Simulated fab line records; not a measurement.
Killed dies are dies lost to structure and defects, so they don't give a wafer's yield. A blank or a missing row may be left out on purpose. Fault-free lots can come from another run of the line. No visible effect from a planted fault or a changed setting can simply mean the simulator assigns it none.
3 desks looking at one fault	flow n5_finfet	every desk sees just its own numbers, and what lay behind them comes last

== THE DEFECT DESK ==
What the inspections along the route counted, lot by lot: means of the sampled wafers that have a number. Marked OUT: a lot whose mean sits more than 4 standard deviations from the usual mean, which makes it out of limits; the brackets give that distance.
Columns: A = raw_defect_count at N5_HKMG_FIN_INSPECT_14, usual 2.0
lot	first seen here	A
L162	day 4 07:41	3.3
L170	day 6 08:47	0.7
L171	day 6 16:07	2.0
L172	day 6 23:03	1.0
L174	day 7 11:17	4.0
L181	day 9 09:22	2.7
L182	day 9 13:58	1.7
This desk's verdict: no lot among the 7 shows anything out of limits.

== THE METROLOGY DESK ==
Means of the sampled wafers that have a number, per lot and without regard to the tool the lot ran on: this is what the gauges read. Marked OUT: a lot whose mean sits more than 4 standard deviations from the usual mean, which makes it out of limits; the brackets give that distance.
Columns: A = cd_nm at N5_HKMG_FIN_CD_MEAS_12, usual 92.7 nm; B = NWFM_OVL at N5_HKMG_FIN_OVL_MEAS_13, usual 0.3 nm
lot	first seen here	A	B
L162	day 4 07:38	93.8	1.1
L170	day 6 08:43	93.0	-0.2
L171	day 6 16:04	92.0	-0.1
L172	day 6 23:00	92.2	0.3
L174	day 7 11:14	93.4	0.9
L181	day 9 09:19	92.4	-0.1
L182	day 9 13:55	92.2	0.6
This desk's verdict: no lot among the 7 shows anything out of limits.

== THE TOOL OWNER'S DESK: rie_diel-04 ==
The tool's own readings at N5_HKMG_FIN_ETCH_32 (etches SOC in N2/H2, target depth 240 nm, time 300 s): means of the sampled wafers that have a number, for each lot that ran on this tool. Marked OUT: a lot whose mean sits more than 4 standard deviations from the usual mean, which makes it out of limits; the brackets give that distance.
Columns: A = drypump_motor_current_A at N5_HKMG_FIN_ETCH_32, usual 5.6 A; B = oes_product_au at N5_HKMG_FIN_ETCH_32, usual 0.83 a.u.; C = rf_vpp_V at N5_HKMG_FIN_ETCH_32, usual 524.4 V; D = showerhead_plenum_p_Torr at N5_HKMG_FIN_ETCH_32, usual 2.56 Torr; E = throttle_valve_pct at N5_HKMG_FIN_ETCH_32, usual 17.76 %
lot	first seen here	A	B	C	D	E
L170	day 6 08:54	6.0	0.82	525.8	2.57	17.51
L171	day 6 16:14	5.6	0.82	525.1	2.58	17.53
L172	day 6 23:11	5.5	0.67	523.4	2.53	18.02
L174	day 7 11:25	5.3	0.79	524.5	2.57	17.69
This desk's verdict: no lot among the 4 shows anything out of limits.

== PUT TOGETHER ==
Nothing the defect desk looked at was out of limits.
From the metrology desk's view, nothing was out of limits.
The desk of the tool owner found nothing out of limits.

== WHAT HAD BEEN PUT IN BY THE SIMULATOR ==
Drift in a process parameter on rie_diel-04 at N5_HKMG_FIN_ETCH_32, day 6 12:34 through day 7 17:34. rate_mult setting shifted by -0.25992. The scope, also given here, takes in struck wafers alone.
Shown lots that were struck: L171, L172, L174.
